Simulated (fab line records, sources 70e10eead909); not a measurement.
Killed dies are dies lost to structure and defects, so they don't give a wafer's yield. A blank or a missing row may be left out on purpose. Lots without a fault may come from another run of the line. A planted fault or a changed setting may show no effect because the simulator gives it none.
fab line records | flow nand_harc
record lots=5 wafers=15 last_day=34
route steps=1302 shown A_BLC@1132 A_M0@1137 END@1302
lots that met no fault: from a run of the same line without faults
start_h: hours from the record's first day to the start of the lot's first wafer shown | wait_h: hours since the lot's step before | " the same as in the row above | L1.1+2: a row that stands for several wafers | - no value, or no start given | * or withheld: withheld | < > ~ a bound
route shown NAME@n: a module of which the file shows steps, and the number in the route of the first | usual: mean/standard deviation of fault-free wafers | same: alike in all rows | chamber/n: place in a boat | sites: the reading at each site | _std_site: their standard deviation | _edge_site: outer sites' mean less inner sites' | radius_mm: how far each site lies from the wafer's centre | mask NAME#n: copy n | behind: the tool/chamber that last shaped the wafer | hold: why the lot was held/for how many hours/how that ended | device: the transistor (n, p or np) that didn't switch | end of line: the same wafers' tests at the end of the route | a step without rows: its recipe alone | killed: dies lost to structure and defects at the first sort, not the wafer's yield | map: a wafer's dies, x killed, . not, _ none there
set.NAME: the setting as run; set.NAME@STEP: as run at that earlier step | model.NAME: the simulator's own value behind a step, which no gauge read
lots at some steps of the route; a table a step, a row a wafer
services: from which hour (start_h, from the record's first day; less than 0 if before it) a tool's chamber was out of use, for how many hours, and why
## steps
# step NHARC_A_BLC_CVD_24
# recipe target_thk_a=1500 temp_c=300 pressure_torr=40 wf6_flow_sccm=40 h2_flow_sccm=1600 ar_flow_sccm=1560 time_s=434 material=W
# step NHARC_A_BLC_CMP_25
# recipe t_overpolish_s=30 target_thk_nm=150
# step NHARC_A_BLC_SRD_27
# step NHARC_A_M0_DEP_00
# recipe target_thk_a=1500 target_thk_nm=150 temp_c=withheld pressure_torr=5 flow_sccm=200 rf_w=600 material=SiOC
# step NHARC_A_M0_DEHYDRATE_01
# recipe temp_c=150 time_s=120
# step NHARC_A_M0_HMDS_02
# recipe time_s=30
# step NHARC_A_M0_COAT_33
# recipe temp_c=200 time_s=65
# step NHARC_A_M0_COAT_03
# recipe spin_rpm=1500 resist_thk_nm=90
# step NHARC_A_M0_SOFTBAKE_04
# recipe temp_c=105 time_s=55
# step NHARC_A_M0_EBR_05
# step NHARC_A_M0_EXPOSE_06
# recipe na=1.35 target_cd_nm=80 dose_mj=83.25 mask_id=A_M0
# usual exposure_dose_mJ_cm2=83.25/0.089
# columns lot.wafer tool chamber start_h wait_h mask exposure_dose_mJ_cm2
L583.3 arfi_scanner-01 0 566.29 - A_M0#0 83.40
L583.4 " 0 " " A_M0#0 83.27
L583.5 " 0 " " A_M0#0 83.38
L589.3 arfi_scanner-01 0 638.22 - A_M0#0 87.68
L589.4 " 0 " " A_M0#0 87.51
L589.5 " 0 " " A_M0#0 87.68
L590.1 arfi_scanner-01 0 659.02 - A_M0#0 86.76
L590.3 " 0 " " A_M0#0 86.77
L590.4 " 0 " " A_M0#0 86.69
L592.2 arfi_scanner-01 0 676.86 - A_M0#0 86.14
L592.4 " 0 " " A_M0#0 86.07
L592.6 " 0 " " A_M0#0 86.17
L600.2 arfi_scanner-03 0 765.52 - A_M0#0 83.27
L600.3 " 0 " " A_M0#0 83.26
L600.4 " 0 " " A_M0#0 83.18
# step NHARC_A_M0_PEB_07
# recipe peb_temp_c=100 peb_time_s=65
# step NHARC_A_M0_DEVELOP_08
# recipe develop_time_s=35 dev_temp_c=23
# step NHARC_A_M0_CD_MEAS_09
# recipe target_cd_nm=80 landing_energy_ev=500
# usual cd_nm=80.0/0.7
# same landing_energy_ev=500
# columns lot.wafer tool chamber start_h wait_h hold cd_nm
L583.3 cd_sem-02 0 566.43 - - 81.3
L583.4 " 0 " " - 80.4
L583.5 " 0 " " - 81.0
L589.3 cd_sem-01 0 638.36 - await_dispo/0.2h/release 82.6
L589.4 " 0 " " await_dispo/0.2h/release 82.5
L589.5 " 0 " " await_dispo/0.2h/release 82.2
L589.3 cd_sem-01 0 - - - 82.4
L589.4 " 0 " " - 81.9
L589.5 " 0 " " - 82.3
L590.1 cd_sem-02 0 659.16 - - 82.2
L590.3 " 0 " " - 82.1
L590.4 " 0 " " - 82.2
L592.2 cd_sem-01 0 677.00 - await_dispo/0.2h/release 83.0
L592.4 " 0 " " await_dispo/0.2h/release 83.0
L592.6 " 0 " " await_dispo/0.2h/release 82.2
L592.2 cd_sem-01 0 - - - 82.9
L592.4 " 0 " " - 82.6
L592.6 " 0 " " - 82.3
L600.2 cd_sem-02 0 765.66 - - 78.9
L600.3 " 0 " " - 79.2
L600.4 " 0 " " - 79.7
# step NHARC_A_M0_OVL_MEAS_10
# recipe pitch_nm=160
# usual overlay_x_nm=0.0/0.74 overlay_y_nm=-0.5/0.79
# columns lot.wafer tool chamber start_h wait_h hold overlay_x_nm overlay_y_nm
L583.3 overlay-02 - 566.51 - - -0.6 -2.5
L583.4 " - " " - -0.6 -2.6
L583.5 " - " " - -0.6 -1.5
L589.3 overlay-02 - 644.30 - await_dispo/5.7h/release -1.6 -1.0
L589.4 " - " " await_dispo/5.7h/release -1.7 -0.4
L589.5 " - " " await_dispo/5.7h/release -1.3 -0.3
L590.1 overlay-02 - 659.25 - - -0.4 -0.4
L590.3 " - " " - -0.2 -0.3
L590.4 " - " " - 0.6 -0.8
L592.2 overlay-01 - 680.47 - await_dispo/3.2h/release -0.8 0.4
L592.4 " - " " await_dispo/3.2h/release -1.1 1.0
L592.6 " - " " await_dispo/3.2h/release -1.0 1.1
L600.2 overlay-02 - 765.75 - - -0.5 -0.8
L600.3 " - " " - 0.3 -0.5
L600.4 " - " " - 0.0 -0.6
# step NHARC_A_M0_DESCUM_14
# recipe time_s=3 o2_flow_sccm=200 ar_flow_sccm=0 bias_power_w=0 chemistry=O2
# usual drypump_motor_current_A=5.8/0.41 oes_product_au=0.996/0.0098 rf_vpp_V=57.9/0.84 showerhead_plenum_p_Torr=1.93/0.07 throttle_valve_pct=11.311/0.0093
# same time_s=3
# columns lot.wafer tool chamber start_h wait_h drypump_motor_current_A oes_product_au rf_hours_counter_h rf_vpp_V showerhead_plenum_p_Torr throttle_valve_pct model.A_M0.cd_nm
L583.4 rie_diel-07 1 566.62 0.1 5.6 1.012 2.6 59.0 2.01 11.297 80.43
L583.3 " 2 " " 5.3 0.994 2.7 58.6 1.98 11.312 81.33
L583.5 " 3 " " 5.9 0.997 - 58.1 1.89 11.317 81.11
L589.4 rie_diel-07 3 644.40 0.1 6.0 0.976 6.4 58.2 1.89 11.313 82.29
L589.3 " 0 " " 6.3 1.000 7.4 56.2 1.92 11.312 82.64
L589.5 " 3 " " 5.9 0.987 - 57.8 1.89 11.291 82.72
L590.1 rie_diel-07 1 659.35 0.1 5.6 0.991 0.0 57.3 2.00 11.320 81.72
L590.4 " 2 " " 5.3 0.987 0.1 58.3 1.98 11.312 83.47
L590.3 " 0 " " 6.4 0.996 0.0 58.3 1.92 11.309 81.98
L592.2 rie_diel-10 0 680.56 0.1 5.2 0.988 4.2 57.2 1.83 11.309 83.7
L592.4 " 2 " " 5.4 0.997 - 57.6 2.03 11.328 82.96
L592.6 " 2 " " 5.4 0.997 - 56.8 2.03 11.318 82.24
L600.3 rie_diel-07 0 765.84 0.1 6.4 1.004 5.0 58.9 1.92 11.303 78.25
L600.2 " 2 " " 5.3 0.982 5.4 58.5 1.98 11.317 79.13
L600.4 " 0 " " 6.4 1.001 - 57.9 1.91 11.311 78.96
# step NHARC_A_M0_ETCH_34
# recipe target_depth_a=400 overetch_a=120 time_s=43.94 ion_energy_ev=200 n2_flow_sccm=150 h2_flow_sccm=150 ar_flow_sccm=0 rf_w=400 bias_w=150 chemistry=N2/H2
# step NHARC_A_M0_ETCH_15
# recipe target_depth_a=1500 overetch_a=150 time_s=82.5 c4f8_flow_sccm=withheld ar_flow_sccm=400 rf_w=600 bias_w=300 chemistry=C4F8/Ar
# usual oes_product_au=0.942/0.023 rf_fwd_power_W=595.1/2.2 rf_vpp_V=441.3/2.3
# same time_s=82.5
# columns lot.wafer tool chamber start_h wait_h oes_product_au rf_fwd_power_W rf_hours_counter_h rf_vpp_V model.A_M0.cd_nm
L583.3 rie_diel-07 0 - - 0.965 597.7 2.8 440.9 81.4
L583.4 " 2 " " 0.987 598.0 2.7 442.6 80.09
L583.5 " 0 " " 0.954 600.2 - 440.9 80.65
L589.4 rie_diel-07 0 - - 0.945 593.7 7.4 441.9 82.21
L589.3 " 2 " " 0.960 593.4 7.0 442.3 82.18
L589.5 " 1 " " 0.966 592.2 - 443.0 82.77
L590.3 rie_diel-07 3 - - 0.982 598.6 0.1 440.4 82.06
L590.4 " 0 " " 0.978 594.9 0.1 441.7 83.54
L590.1 " 2 " " 0.947 595.0 0.1 442.9 81.78
L592.2 rie_diel-10 0 - - 0.939 597.5 4.2 438.8 83.56
L592.4 " 2 " " 0.948 595.2 - 444.8 83.03
L592.6 " 0 " " 0.949 595.5 - 438.2 82.12
L600.3 rie_diel-07 2 - - 0.930 594.6 5.4 442.8 77.95
L600.2 " 3 " " 0.926 594.2 5.9 440.4 79.3
L600.4 " 0 " " 0.937 594.5 - 441.2 79.16
# step NHARC_A_M0_CD_MEAS_16
# usual cd_nm=80.0/0.85
# columns lot.wafer tool chamber start_h wait_h hold cd_nm
L583.3 cd_sem-03 - 566.91 - - 80.9
L583.4 " - " " - 80.0
L583.5 " - " " - 80.8
L589.3 cd_sem-01 - 644.91 - await_dispo/0.2h/release 82.2
L589.4 " - " " await_dispo/0.2h/release 82.1
L589.5 " - " " await_dispo/0.2h/release 82.9
L589.3 cd_sem-01 - 645.10 0.2 - 81.9
L589.4 " - " " - 82.0
L589.5 " - " " - 82.7
L590.1 cd_sem-02 - 659.64 - - 81.5
L590.3 " - " " - 82.0
L590.4 " - " " - 83.3
L592.2 cd_sem-01 - 680.94 - await_dispo/0.2h/release 83.7
L592.4 " - " " await_dispo/0.2h/release 83.0
L592.6 " - " " await_dispo/0.2h/release 82.2
L592.2 cd_sem-01 - 681.13 0.2 - 83.4
L592.4 " - " " - 83.1
L592.6 " - " " - 82.6
L600.2 cd_sem-02 - 766.19 - - 79.5
L600.3 " - " " - 78.2
L600.4 " - " " - 79.1
# step NHARC_A_M0_STRIP_18
# recipe power_w=1000 n2_flow_sccm=150 h2_flow_sccm=150 ar_flow_sccm=0 bias_w=0 chemistry=N2/H2
# usual drypump_motor_current_A=5.8/0.41 oes_product_au=0.998/0.0093 rf_fwd_power_W=997/3.2 rf_vpp_V=90.8/0.93 showerhead_plenum_p_Torr=2.06/0.084 throttle_valve_pct=14.172/0.0092
# columns lot.wafer tool chamber start_h wait_h hold drypump_motor_current_A oes_product_au rf_fwd_power_W rf_hours_counter_h rf_vpp_V showerhead_plenum_p_Torr throttle_valve_pct
L583.3 rie_diel-10 1 566.98 0.1 - 5.3 1.010 991 7.2 91.0 2.01 14.184
L583.4 " 3 " " - 5.4 1.008 999 7.1 92.0 2.19 14.169
L583.5 " 1 " " - 5.4 1.006 991 - 90.6 2.01 14.170
L589.3 rie_diel-10 3 647.26 2.2 await_dispo/1.9h/release 5.4 0.976 996 2.3 90.6 2.19 14.164
L589.4 " 1 " " await_dispo/1.9h/release 5.4 1.000 995 2.3 90.3 2.00 14.165
L589.5 " 0 " " await_dispo/1.9h/release 5.2 0.990 997 - 89.4 1.95 14.176
L590.4 rie_diel-10 3 659.74 0.1 - 5.4 0.997 1001 3.3 91.7 2.19 14.174
L590.3 " 0 " " - 5.3 0.983 994 2.6 89.9 1.95 14.163
L590.1 " 1 " " - 5.3 1.007 996 2.8 90.4 2.00 14.185
L592.2 rie_diel-07 3 685.13 4.0 await_dispo/3.6h/release 6.0 0.993 1003 1.3 90.7 2.02 14.175
L592.4 " 1 " " await_dispo/3.6h/release 5.6 0.991 997 1.0 92.1 2.14 14.174
L592.6 " 3 " " await_dispo/3.6h/release 6.0 0.999 1006 - 91.7 2.02 14.179
L600.2 rie_diel-01 3 766.28 0.1 - 6.0 1.003 995 1.6 91.7 2.07 14.182
L600.3 " 0 " " - 6.2 0.985 1003 1.8 90.1 1.97 14.166
L600.4 " 1 " " - 5.4 0.996 995 1.5 90.6 1.90 14.168
# step NHARC_END_SORT_01
# recipe temp_c=25
# usual defect_limited_yield=91.3/2.8 killed_at_array=54/18 killed_at_other=0.7/0.87 killed_at_periphery=3.7/2.5 killed_dies=59/19 killed_open=3.3/2 killed_short=2.6/1.6 sort_bin_2_pct=3.1/1.2 sort_bin_3_pct=0.6/0.35 sort_bin_4_pct=5.0/1.6 sort_n_pass=618/19 sort_rim_yield_pct=92/4.4 sort_yield_pct=91.3/2.8
# same gross_dies=677 sort_bin_5_pct[%]=0 sort_bin_6_pct[%]=0 sort_bin_7_pct[%]=0 sort_bin_8_pct[%]=0 sort_rim_n_gross=106.00
# columns lot.wafer tool chamber start_h wait_h defect_limited_yield[%] killed_at_array killed_at_other killed_at_periphery killed_dies killed_open killed_short sort_bin_2_pct[%] sort_bin_3_pct[%] sort_bin_4_pct[%] sort_n_pass sort_rim_yield_pct[%] sort_yield_pct[%]
L583.3 prober-02 0 639.05 3.1 88.3 73 0 6 79 3 1 4.1 1.2 6.4 598 85 88.3
L583.4 prober-02 0 639.85 3.4 90.3 54 0 12 66 2 2 4.1 0.3 5.3 611 88 90.3
L583.5 prober-02 0 640.65 3.7 89.5 60 0 11 71 3 4 4.3 1.0 5.2 606 78 89.5
L589.3 prober-01 0 696.54 3.1 90.4 61 0 4 65 3 3 3.7 0.6 5.3 612 90 90.4
L589.4 prober-01 0 697.35 3.4 90.5 62 1 1 64 1 4 3.1 0.9 5.5 613 91 90.5
L589.5 prober-01 0 698.16 3.7 89.8 64 0 5 69 2 5 3.7 0.7 5.8 608 94 89.8
L590.1 prober-02 0 700.17 2.5 91.4 55 1 2 58 1 3 3.7 0.3 4.6 619 92 91.4
L590.3 prober-02 0 701.77 3.1 91.3 54 3 2 59 1 5 3.2 0.9 4.6 618 88 91.3
L590.4 prober-02 0 702.58 3.4 91.4 51 1 6 58 4 3 4.0 0.1 4.4 619 92 91.4
L592.2 prober-02 0 723.51 2.8 91.9 52 0 3 55 2 2 2.4 0.7 5.0 622 97 91.9
L592.4 prober-02 0 725.16 3.5 91.4 55 0 3 58 1 1 3.2 1.0 4.3 619 91 91.4
L592.6 prober-02 0 726.80 4.1 90.0 64 0 4 68 2 2 4.6 0.3 5.2 609 92 90.0
# killed by level:class
L583.3 A_CHANNEL_HOLE_D1:chamber_film_flake=35 A_SLIT:chamber_film_flake=22 A_CHANNEL_HOLE_D2:chamber_film_flake=8 A_CONTACT:chamber_film_flake=3 P_CONTACT:chamber_film_flake=2 A_STAIRCASE:chamber_film_flake=2 P_M0:geometric_particle:open=1 A_CHANNEL_HOLE_D2:geometric_particle:short=1
L583.4 A_CHANNEL_HOLE_D1:chamber_film_flake=24 A_SLIT:chamber_film_flake=21 P_CONTACT:chamber_film_flake=10 A_CHANNEL_HOLE_D2:chamber_film_flake=5 P_CONTACT:geometric_particle:short=1 A_ONON_D1:geometric_particle:short=1 A_DECK1_JOINT:geometric_particle:open=1 A_BLC:geometric_particle:open=1
L583.5 A_CHANNEL_HOLE_D1:chamber_film_flake=21 A_SLIT:chamber_film_flake=20 P_CONTACT:chamber_film_flake=6 A_CHANNEL_HOLE_D2:chamber_film_flake=6 A_CONTACT:chamber_film_flake=5 A_ONON_D2:geometric_particle:short=2 P_ZERO_WELL:chamber_film_flake=2 A_STAIRCASE:chamber_film_flake=2
L589.3 A_SLIT:chamber_film_flake=33 A_CHANNEL_HOLE_D2:chamber_film_flake=18 A_CHANNEL_HOLE_D1:chamber_film_flake=5 P_CONTACT:geometric_particle:open=2 P_M0:geometric_particle:short=1 A_CHANNEL_FILL_D1:geometric_particle:short=1 A_SGD_CUT:geometric_particle:open=1 A_M1:geometric_particle:short=1
L589.4 A_SLIT:chamber_film_flake=31 A_CHANNEL_HOLE_D2:chamber_film_flake=13 A_CHANNEL_HOLE_D1:chamber_film_flake=4 A_CONTACT:chamber_film_flake=3 A_CHANNEL_HOLE_D1:geometric_particle:short=2 A_CHANNEL_FILL_D2:chamber_film_flake=2 A_ONON_D1:geometric_particle:short=1 A_SGD_CUT:geometric_particle:short=1
L589.5 A_SLIT:chamber_film_flake=35 A_CHANNEL_HOLE_D2:chamber_film_flake=12 A_CHANNEL_HOLE_D1:chamber_film_flake=6 A_SGD_CUT:geometric_particle:short=2 P_M0:chamber_film_flake=2 A_STAIRCASE:chamber_film_flake=2 P_GATE:geometric_particle:short=1 P_CONTACT:geometric_particle:open=1
L590.1 A_SLIT:chamber_film_flake=29 A_CONTACT:chamber_film_flake=9 A_CHANNEL_HOLE_D1:chamber_film_flake=8 A_M0:chamber_film_flake=3 P_M2:geometric_particle:short=1 A_ONON_D1:geometric_particle:short=1 A_DECK1_JOINT:geometric_particle:open=1 A_BLC:geometric_particle:short=1
L590.3 A_SLIT:chamber_film_flake=28 A_CONTACT:chamber_film_flake=9 A_CHANNEL_HOLE_D1:chamber_film_flake=7 A_STAIRCASE:chamber_film_flake=3 HYBRID_BOND:chamber_film_flake=3 A_CHANNEL_FILL_D2:geometric_particle:short=2 P_GATE:geometric_particle:short=1 P_M0:geometric_particle:short=1
L590.4 A_SLIT:chamber_film_flake=24 A_CHANNEL_HOLE_D1:chamber_film_flake=11 A_CONTACT:chamber_film_flake=4 A_M0:chamber_film_flake=3 P_GATE:geometric_particle:open=2 A_STAIRCASE:chamber_film_flake=2 A_WL_FILL:chamber_film_flake=2 P_STI:geometric_particle:short=1
L592.2 A_SLIT:chamber_film_flake=30 A_CHANNEL_HOLE_D1:chamber_film_flake=6 A_STAIRCASE:chamber_film_flake=4 A_CONTACT:chamber_film_flake=3 A_BLC:chamber_film_flake=3 A_DECK1_JOINT:chamber_film_flake=2 A_CHANNEL_FILL_D1:geometric_particle:short=1 A_CHANNEL_FILL_D1:geometric_particle:open=1
L592.4 A_SLIT:chamber_film_flake=31 A_CHANNEL_HOLE_D1:chamber_film_flake=13 A_BLC:chamber_film_flake=5 A_STAIRCASE:chamber_film_flake=3 P_GATE:chamber_film_flake=2 A_ONON_D1:geometric_particle:open=1 A_WL_FILL:geometric_particle:short=1 P_M1:chamber_film_flake=1
L592.6 A_SLIT:chamber_film_flake=38 A_CHANNEL_HOLE_D1:chamber_film_flake=11 A_STAIRCASE:chamber_film_flake=4 A_BLC:chamber_film_flake=4 P_BONDPAD:chamber_film_flake=3 A_DECK1_JOINT:geometric_particle:short=1 A_ONON_D2:geometric_particle:open=1 A_CHANNEL_HOLE_D2:geometric_particle:short=1
## services
# columns tool chamber start_h hours kind
arfi_scanner-03 - 551.85 7.0 repair
rie_diel-07 0 553.70 - clean
rie_diel-07 1 553.70 - clean
rie_diel-01 - 558.01 9.0 pm
rie_diel-07 3 588.84 4.2 repair
arfi_scanner-01 - 596.60 4.0 pm
rie_diel-10 - 596.97 9.0 pm
rie_diel-07 1 610.61 13.4 repair
arfi_scanner-03 - 617.01 5.9 repair
rie_diel-07 3 630.05 4.0 repair
arfi_scanner-01 - 634.97 1.3 repair
rie_diel-07 - 648.20 9.0 pm
rie_diel-01 3 655.49 14.6 repair
rie_diel-10 1 665.18 12.1 repair
rie_diel-10 3 668.56 16.0 repair
rie_diel-10 - 687.81 0.8 repair
rie_diel-07 - 688.35 1.0 repair
rie_diel-01 1 693.37 5.1 repair
arfi_scanner-01 - 701.48 1.9 repair
rie_diel-01 3 706.32 5.1 repair
arfi_scanner-03 - 712.00 4.0 pm
rie_diel-01 - 735.01 9.0 pm
rie_diel-07 0 755.16 5.4 repair
rie_diel-07 1 760.92 5.6 repair
## key
first_sign step=NHARC_A_M0_EXPOSE_06 reading=exposure_dose_mJ_cm2 direction=up sigmas=40 usual=83.25 struck=86.83
effect step=NHARC_A_M0_CD_MEAS_09 reading=visit direction=added through=control_loop
effect step=NHARC_A_M0_CD_MEAS_16 reading=visit direction=added through=control_loop
model_effect step=NHARC_A_M0_DESCUM_14 value=A_M0.cd_nm without=79.83 struck=82.64
model_effect step=NHARC_A_M0_ETCH_15 value=A_M0.cd_nm without=79.77 struck=82.58
met_at NHARC_A_M0_EXPOSE_06
struck_wafers L589.3,L589.4,L589.5,L590.1,L590.3,L590.4,L592.2,L592.4,L592.6
loop_trim step=NHARC_A_M0_EXPOSE_06 setting=dose lots=L590,L592
onset_between 566.29 638.22
fault kind=process_parameter_drift tool=arfi_scanner-01 chamber=- onset_h=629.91 steps=NHARC_A_M0_EXPOSE_06 channel=dose_mj offset=4.4395 shape=step acts_in=these_recipes_only stated=83.25
# loop_trim: a control loop set the setting to another value than it would have without faults
